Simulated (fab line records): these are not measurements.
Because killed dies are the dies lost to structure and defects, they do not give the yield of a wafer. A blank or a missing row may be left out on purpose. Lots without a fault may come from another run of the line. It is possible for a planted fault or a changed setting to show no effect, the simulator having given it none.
Which tool did it? ; flow n5-finfet ; 24 lots, 72 wafers sampled, at 4 steps of a route of 1938

== WHAT THE GAUGES READ, wafer by wafer ==
N5_BEOL_M10_CD_MEAS_18: pitch 140 nm, target cd 70 nm. Usual: 70.1 nm for cd-nm, sd 0.51.
lot;measured;on;cd-nm (nm);flag
L074;day 9 21:17;cd-sem-02;69.6 70.2 69.9;
L075;day 10 06:28;cd-sem-01;69.2 69.4 69.3;
L076;day 10 07:27;cd-sem-02;70.2 70.8 70.8;
L077;day 10 13:56;cd-sem-01;69.4 69.4 69.7;
L078;day 11 02:11;cd-sem-02;70.1 69.8 70.3;
L079;day 11 12:59;cd-sem-02;69.4 69.7 70.1;
L080;day 11 14:52;cd-sem-02;70.2 70.6 70.0;
L082;day 11 22:39;cd-sem-01;71.0 70.1 70.1;
L081;day 11 22:55;cd-sem-01;69.6 69.2 69.5;
L084;day 12 06:50;cd-sem-02;70.4 69.4 71.1;
L083;day 12 10:29;cd-sem-01;70.2 70.5 69.9;
L085;day 12 16:34;cd-sem-01;70.4 70.8 70.7;
L086;day 12 23:10;cd-sem-01;70.6 70.9 71.1;
L087;day 13 18:31;cd-sem-03;70.7 70.5 70.4;
L090;day 13 18:17;cd-sem-03;70.3 70.4 70.3;
L088;day 13 18:20;cd-sem-03;69.9 69.2 69.9;
L089;day 14 01:58;cd-sem-01;70.2 70.6 70.1;
L091;day 14 05:11;cd-sem-02;69.7 70.1 69.1;
L092;day 14 10:36;cd-sem-01;69.3 70.3 70.5;
L094;day 15 02:35;cd-sem-03;70.5 70.4 69.9;
L093;day 15 05:53;cd-sem-01;69.5 69.3 70.0;
L096;day 16 01:45;cd-sem-03;69.6 70.1 70.3;
L095;day 16 02:28;cd-sem-02;70.1 69.9 69.8;
L097;day 16 09:29;cd-sem-03;70.4 70.9 70.0;

== WHAT TOOL EACH LOT RAN ON (gives the tool, then ch and the chambers of the sampled wafers, and finally the start) ==
lot;N5_BEOL_M9_CMP_52;N5_BEOL_M10_ETCH_62;N5_BEOL_M10_STRIP_67
L074;cmp-02 ch 0,2,3, day 9 18:13;rie-diel-04 ch 0,1,3, day 9 20:55;rie-diel-04 ch 0,1,3, day 9 21:03
L075;cmp-02 ch 0,1,2, day 10 02:16;rie-diel-04 ch 0,2,3, day 10 06:02;rie-diel-04 ch 0,2,3, day 10 06:11
L076;cmp-04 ch 1,2, day 10 04:13;rie-diel-04 ch 2,3, day 10 07:05;rie-diel-04 ch 2,3, day 10 07:13
L077;cmp-04 ch 0,2, day 10 10:28;rie-diel-03 ch 0,2,3, day 10 13:34;rie-diel-03 ch 0,1,2, day 10 13:43
L078;cmp-02 ch 0,3, day 10 21:25;rie-diel-06 ch 0,2,3, day 11 01:48;rie-diel-06 ch 0,2,3, day 11 01:57
L079;cmp-04 ch 1,2, day 11 09:41;rie-diel-06 ch 1,2,3, day 11 12:32;rie-diel-06 ch 1,2,3, day 11 12:40
L080;cmp-04 ch 0,1,2, day 11 10:15;rie-diel-06 ch 0,1,3, day 11 14:29;rie-diel-06 ch 0,1,3, day 11 14:38
L082;cmp-02 ch 0,2,3, day 11 18:44;rie-diel-03 ch 0,1,3, day 11 22:11;rie-diel-03 ch 0,1,3, day 11 22:20
L081;cmp-01 ch 1,2,3, day 11 18:55;rie-diel-06 ch 0,2,3, day 11 22:32;rie-diel-06 ch 0,2,3, day 11 22:41
L084;cmp-04 ch 0,2,3, day 12 03:23;rie-diel-04 ch 0,2,3, day 12 06:28;rie-diel-04 ch 0,2,3, day 12 06:37
L083;cmp-02 ch 0,1, day 12 07:32;rie-diel-03 ch 1,2,3, day 12 10:07;rie-diel-03 ch 1,2,3, day 12 10:16
L085;cmp-02 ch 1,3, day 12 13:47;rie-diel-04 ch 0,1, day 12 16:13;rie-diel-04 ch 0,1, day 12 16:21
L086;cmp-01 ch 0,2,3, day 12 20:52;rie-diel-04 ch 0,2,3, day 12 22:43;rie-diel-04 ch 0,2,3, day 12 22:51
L087;cmp-04 ch 1,3, day 13 13:47;rie-diel-04 ch 1,2,3, day 13 18:08;rie-diel-04 ch 1,2,3, day 13 18:17
L090;cmp-02 ch 1,2, day 13 14:13;rie-diel-06 ch 1,2, day 13 17:48;rie-diel-06 ch 1,2, day 13 17:56
L088;cmp-02 ch 1,2,3, day 13 14:46;rie-diel-04 ch 1,2,3, day 13 17:53;rie-diel-04 ch 1,2,3, day 13 18:02
L089;cmp-01 ch 2,3, day 13 22:38;rie-diel-03 ch 0,2,3, day 14 01:36;rie-diel-03 ch 0,2,3, day 14 01:45
L091;cmp-04 ch 0,3, day 14 00:47;rie-diel-04 ch 0,2, day 14 04:49;rie-diel-04 ch 0,2, day 14 04:58
L092;cmp-04 ch 1,2,3, day 14 02:44;rie-diel-04 ch 1,2,3, day 14 09:59;rie-diel-04 ch 1,2,3, day 14 10:08
L094;cmp-04 ch 1,2, day 14 23:38;rie-diel-06 ch 0,1, day 15 02:11;rie-diel-06 ch 0,1, day 15 02:19
L093;cmp-04 ch 1,2,3, day 15 00:46;rie-diel-03 ch 0,2, day 15 05:25;rie-diel-03 ch 0,2, day 15 05:34
L096;cmp-01 ch 0,1,2, day 15 22:15;rie-diel-03 ch 0,2,3, day 16 01:23;rie-diel-03 ch 0,2,3, day 16 01:32
L095;cmp-01 ch 1,2, day 16 00:06;rie-diel-04 ch 0,1,2, day 16 02:06;rie-diel-04 ch 0,1,2, day 16 02:15
L097;cmp-04 ch 0,1,3, day 16 05:20;rie-diel-03 ch 1,3, day 16 09:07;rie-diel-03 ch 1,3, day 16 09:16
- N5_BEOL_M9_CMP_52: polishes, stops on SiCOH lowk, t overpolish 7 s, target thk 140 nm.
- N5_BEOL_M10_ETCH_62: etches SOC in N2/H2, target depth 110 nm, overetch 22 nm, time 165 s.
- N5_BEOL_M10_STRIP_67: strips in CF4.

== WHAT THE TOOLS THEMSELVES READ (means of the sampled wafers that have a number; where no wafer has one, the mark that the record gives instead) ==
N5_BEOL_M9_CMP_52. Usual: barrier-field-endpoint-s 28.8 s, standard deviation 0.57; motor-current-A 5.9 A, standard deviation 0.71; overpolish-run-s 7.000 s, standard deviation 0.0091; retaining-ring-pressure-frac 1.000, standard deviation 0.005; time-to-endpoint-s 65.4 s, standard deviation 2.9.
lot;tool;barrier-field-endpoint-s (s);motor-current-A (A);overpolish-run-s (s);retaining-ring-pressure-frac;time-to-endpoint-s (s);flag
L074;cmp-02;28.0;6.0;7.002;1.003;61.9;
L075;cmp-02;28.0;5.9;6.998;1.002;64.1;
L076;cmp-04;28.6;6.8;6.998;1.005;67.1;
L077;cmp-04;29.7;5.9;7.014;1.002;66.7;
L078;cmp-02;28.6;6.2;7.000;0.994;65.1;
L079;cmp-04;28.9;6.9;7.005;1.001;62.5;
L080;cmp-04;29.5;6.4;6.997;0.995;67.0;
L082;cmp-02;28.8;5.9;6.989;0.999;62.5;
L081;cmp-01;29.3;5.8;6.994;1.005;69.2;
L084;cmp-04;28.6;5.8;6.993;0.998;63.0;
L083;cmp-02;29.5;6.0;6.997;1.001;67.1;
L085;cmp-02;29.1;5.9;7.002;1.003;68.8;
L086;cmp-01;29.1;6.1;6.989;1.000;67.7;
L087;cmp-04;28.6;5.8;6.996;1.004;62.7;
L090;cmp-02;28.6;5.5;7.001;1.006;63.4;
L088;cmp-02;28.7;5.7;6.996;0.998;66.1;
L089;cmp-01;29.4;5.6;7.004;0.999;71.2;
L091;cmp-04;28.8;5.1;7.005;0.996;61.9;
L092;cmp-04;28.4;6.0;7.000;1.001;63.2;
L094;cmp-04;28.8;6.8;7.003;0.999;66.2;
L093;cmp-04;28.7;6.0;7.016;0.996;66.4;
L096;cmp-01;28.7;6.2;7.009;1.000;68.1;
L095;cmp-01;28.5;6.4;6.994;0.996;62.6;
L097;cmp-04;28.8;5.5;6.986;0.999;66.2;

N5_BEOL_M10_ETCH_62. Usual: drypump-motor-current-A 5.6 A, standard deviation 0.34; oes-product-au 0.69 a.u., standard deviation 0.053; rf-vpp-V 524.4 V, standard deviation 2.3; showerhead-plenum-p-Torr 2.56 Torr, standard deviation 0.079; throttle-valve-pct 17.8 %, standard deviation 0.33.
lot;tool;drypump-motor-current-A (A);oes-product-au (a.u.);rf-vpp-V (V);showerhead-plenum-p-Torr (Torr);throttle-valve-pct (%);flag
L074;rie-diel-04;5.5;0.74;525.1;2.62;17.7;
L075;rie-diel-04;5.5;0.71;525.6;2.62;17.6;
L076;rie-diel-04;5.6;0.71;524.8;2.59;17.4;
L077;rie-diel-03;5.5;0.74;525.6;2.59;17.8;
L078;rie-diel-06;5.7;0.62;523.4;2.53;17.9;
L079;rie-diel-06;5.6;0.63;522.6;2.50;18.2;
L080;rie-diel-06;5.8;0.61;523.3;2.53;18.0;
L082;rie-diel-03;5.5;0.75;523.4;2.52;17.8;
L081;rie-diel-06;5.7;0.62;523.2;2.53;18.0;
L084;rie-diel-04;5.5;0.69;525.7;2.61;17.6;
L083;rie-diel-03;5.6;0.75;525.4;2.59;17.7;
L085;rie-diel-04;5.5;0.69;526.0;2.65;18.0;
L086;rie-diel-04;5.5;0.69;526.0;2.61;17.6;
L087;rie-diel-04;5.7;0.70;524.5;2.58;17.5;
L090;rie-diel-06;5.1;0.64;521.1;2.44;18.1;
L088;rie-diel-04;5.7;0.70;524.4;2.58;17.5;
L089;rie-diel-03;5.5;0.71;525.0;2.58;17.8;
L091;rie-diel-04;5.5;0.66;526.4;2.64;17.9;
L092;rie-diel-04;5.6;0.70;525.1;2.57;17.5;
L094;rie-diel-06;5.4;0.60;521.5;2.46;18.1;
L093;rie-diel-03;5.3;0.69;523.1;2.53;17.8;
L096;rie-diel-03;5.5;0.70;524.8;2.57;17.9;
L095;rie-diel-04;5.6;0.67;525.0;2.61;17.8;
L097;rie-diel-03;5.7;0.73;523.9;2.55;18.0;

N5_BEOL_M10_STRIP_67. Usual: drypump-motor-current-A 5.5 A, standard deviation 0.35; oes-product-au 0.81 a.u., standard deviation 0.062; rf-vpp-V 271.3 V, standard deviation 1.4; showerhead-plenum-p-Torr 1.81 Torr, standard deviation 0.051; throttle-valve-pct 13.49 %, standard deviation 0.28.
lot;tool;drypump-motor-current-A (A);oes-product-au (a.u.);rf-vpp-V (V);showerhead-plenum-p-Torr (Torr);throttle-valve-pct (%);flag
L074;rie-diel-04;5.5;0.86;272.3;1.84;13.38;
L075;rie-diel-04;5.5;0.84;272.3;1.84;13.32;
L076;rie-diel-04;5.6;0.85;271.3;1.82;13.12;
L077;rie-diel-03;5.4;0.88;270.8;1.80;13.33;
L078;rie-diel-06;5.7;0.74;270.4;1.79;13.74;
L079;rie-diel-06;5.6;0.74;270.3;1.77;13.84;
L080;rie-diel-06;5.7;0.72;271.3;1.78;13.79;
L082;rie-diel-03;5.5;0.89;271.3;1.78;13.50;
L081;rie-diel-06;5.7;0.73;270.7;1.79;13.75;
L084;rie-diel-04;5.5;0.81;272.0;1.83;13.36;
L083;rie-diel-03;5.6;0.88;271.9;1.83;13.39;
L085;rie-diel-04;5.5;0.81;273.0;1.86;13.65;
L086;rie-diel-04;5.5;0.81;271.5;1.83;13.37;
L087;rie-diel-04;5.6;0.83;271.0;1.81;13.24;
L090;rie-diel-06;5.1;0.75;269.1;1.73;13.87;
L088;rie-diel-04;5.6;0.83;271.4;1.81;13.24;
L089;rie-diel-03;5.5;0.83;271.5;1.82;13.56;
L091;rie-diel-04;5.5;0.78;272.2;1.85;13.61;
L092;rie-diel-04;5.6;0.82;271.7;1.81;13.26;
L094;rie-diel-06;5.4;0.71;270.0;1.73;13.89;
L093;rie-diel-03;5.3;0.81;270.5;1.79;13.56;
L096;rie-diel-03;5.5;0.82;270.5;1.82;13.59;
L095;rie-diel-04;5.6;0.79;272.3;1.83;13.50;
L097;rie-diel-03;5.7;0.86;272.0;1.80;13.60;

== THE ANSWER, worked out from the rows above alone ==
Rule: a lot counts as off when the mean over its wafers that have a number is more than 3 standard deviations away from the usual mean. A lot without any number at a reading at which 4 lots or more have one is off too. Where the step has rows for the other lots, those lots are counted as sound. The gauges are gone through in route order, then the tools' own readings, and for those a lot's mean is taken as printed above. The first step at which some lot is off is used, and at that step the reading that is off furthest; a lot without a number counts as furthest.
Across all readings shown, no lot is off: no conclusion can be drawn from this.

== WHAT THE SIMULATOR HAD PUT IN ==
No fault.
